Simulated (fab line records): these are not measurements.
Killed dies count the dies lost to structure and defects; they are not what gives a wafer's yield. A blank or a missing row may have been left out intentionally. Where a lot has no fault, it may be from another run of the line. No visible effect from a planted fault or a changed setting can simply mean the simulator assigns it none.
Lot-split experiment | flow n5_finfet | route with 1938 steps; 7 lots, 21 wafers read

## SPLIT DETAILS
At N5_SD_EPI_N_EPI_21 (deposits Si:P, time 690 s), the setting time_s was moved away from the recipe's 690 s on 3 of the 21 wafers read, by -18.1% to +8.4%. This setting was run at the recipe's value on the other wafers.

## FROM THE SPLIT ON TO THE READING: in between, the file shows 1 step
- N5_SD_EPI_N_EPI_MEAS_23

## THE READING
Si-P_of_SD_EPI_N_EPI_21.thk_nm (the simulator's own value, which no gauge read), in nm, at N5_SD_EPI_N_PRECLEAN_24 (cleans in O3/DIW, time 60 s). There is no usual value for it anywhere in the file. Across the 18 wafers here that went through the recipe, the average is 58.8 nm and the standard deviation 0.62 nm.

wafer  | tool, chamber at the split | time_s as run, s | against the recipe | Si-P_of_SD_EPI_N_EPI_21.thk_nm, nm | against lot-mates on the recipe
L077.1 | epi_rpcvd-02, 0            | 690              | recipe             | 59                                 | -
L077.3 | epi_rpcvd-02, 0            | 690              | recipe             | 59.4                               | -
L077.4 | epi_rpcvd-02, 0            | 690              | recipe             | 59.4                               | -
L078.1 | epi_rpcvd-04, 0            | 690              | recipe             | 58.4                               | -
L078.2 | epi_rpcvd-04, 0            | 690              | recipe             | 58.8                               | -
L078.4 | epi_rpcvd-04, 0            | 690              | recipe             | 59.4                               | -
L079.1 | epi_rpcvd-04, 0            | 690              | recipe             | 57.8                               | -
L079.2 | epi_rpcvd-04, 0            | 690              | recipe             | 58.2                               | -
L079.6 | epi_rpcvd-04, 0            | 622.8            | -9.7%              | 55.2                               | -2.8
L082.2 | epi_rpcvd-04, 0            | 690              | recipe             | 59                                 | -
L082.4 | epi_rpcvd-04, 0            | 690              | recipe             | 59.6                               | -
L082.5 | epi_rpcvd-04, 0            | 690              | recipe             | 59.2                               | -
L083.1 | epi_rpcvd-04, 0            | 690              | recipe             | 60                                 | -
L083.2 | epi_rpcvd-04, 0            | 747.8            | +8.4%              | 62.8                               | +3.2
L083.6 | epi_rpcvd-04, 0            | 690              | recipe             | 59.2                               | -
L087.1 | epi_rpcvd-02, 0            | 690              | recipe             | 58.8                               | -
L087.2 | epi_rpcvd-02, 0            | 690              | recipe             | 58.2                               | -
L087.4 | epi_rpcvd-02, 0            | 690              | recipe             | 58.4                               | -
L089.1 | epi_rpcvd-02, 0            | 690              | recipe             | 58.2                               | -
L089.2 | epi_rpcvd-02, 0            | 690              | recipe             | 57.8                               | -
L089.4 | epi_rpcvd-02, 0            | 565              | -18.1%             | 50.6                               | -7.4

FIT RESULTS
A straight line over all 21 wafers: Si-P_of_SD_EPI_N_EPI_21.thk_nm changes by +0.443 nm for each +1% of time_s; r = +0.96; the points scatter about the line by 0.63 nm.
The same after taking each lot's own level away (the mean of its wafers on the recipe; 21 wafers): +0.382 nm for each +1%; r = +0.98; scatter 0.37 nm.
According to that fit, moving time_s by its largest amount changes the reading by 6.9 nm.
From 58.00 to 59.60 nm: that is the span of the lots' own levels, equal to 2.6 times the standard deviation above.
In other words, the slope is changed by the lot-to-lot level; the two fits disagree.
Check: with one of the wafers moved furthest among these (-18.1%) left out of the fit, the line predicts -5.9 nm for it against its lot-mates. Against them it came out at -7.4 nm.

## THESE WAFERS: OTHER SPLITS
Before the reading, these wafers also passed through other splits. Each is held against what the fit with the lots' levels taken away leaves over:
other split on the same wafers            | wafers away from the commonest value | r with Si-P_of_SD_EPI_N_EPI_21.thk_nm (lot level and that fit taken away)
N5_WELL_APT_EXPOSE_05 dose_mj             | 8                                    | -0.32
N5_WELL_APT_DEVELOP_07 develop_time_s     | 2                                    | -0.15
N5_PMOS_HMC_CHANNEL_EPI_EXPOSE_06 dose_mj | 4                                    | -0.16
N5_FIN_SAQP_FIN_ETCH_36 icp_w             | 9                                    | +0.01
N5_DUMMY_GATE_HM_DEP_06 time_s            | 12                                   | -0.20
N5_DUMMY_GATE_COAT_28 spin_rpm            | 12                                   | +0.07

## THE WHOLE CHAIN: every reading that the file lists as answering this split, in the file's order
step                    | what it does                | reading                                                                         | change (the file's fit)               | r (the file's)
N5_SD_EPI_N_EPI_21      | deposits Si:P, time 690 s   | Si-P_of_SD_EPI_N_EPI_21.thk_nm (the simulator's own value, which no gauge read) | +0.385 nm for each +1% of the setting | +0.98
N5_SD_EPI_N_EPI_MEAS_23 |                             | thk_nm                                                                          | withheld for each +1% of the setting  | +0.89
N5_SD_EPI_N_PRECLEAN_24 | cleans in O3/DIW, time 60 s | Si-P_of_SD_EPI_N_EPI_21.thk_nm (the simulator's own value, which no gauge read) | +0.381 nm for each +1% of the setting | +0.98

## THE FILE'S OWN FIT
Si-P_of_SD_EPI_N_EPI_21.thk_nm changes by +0.381 nm for each +1% of time_s, r = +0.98.
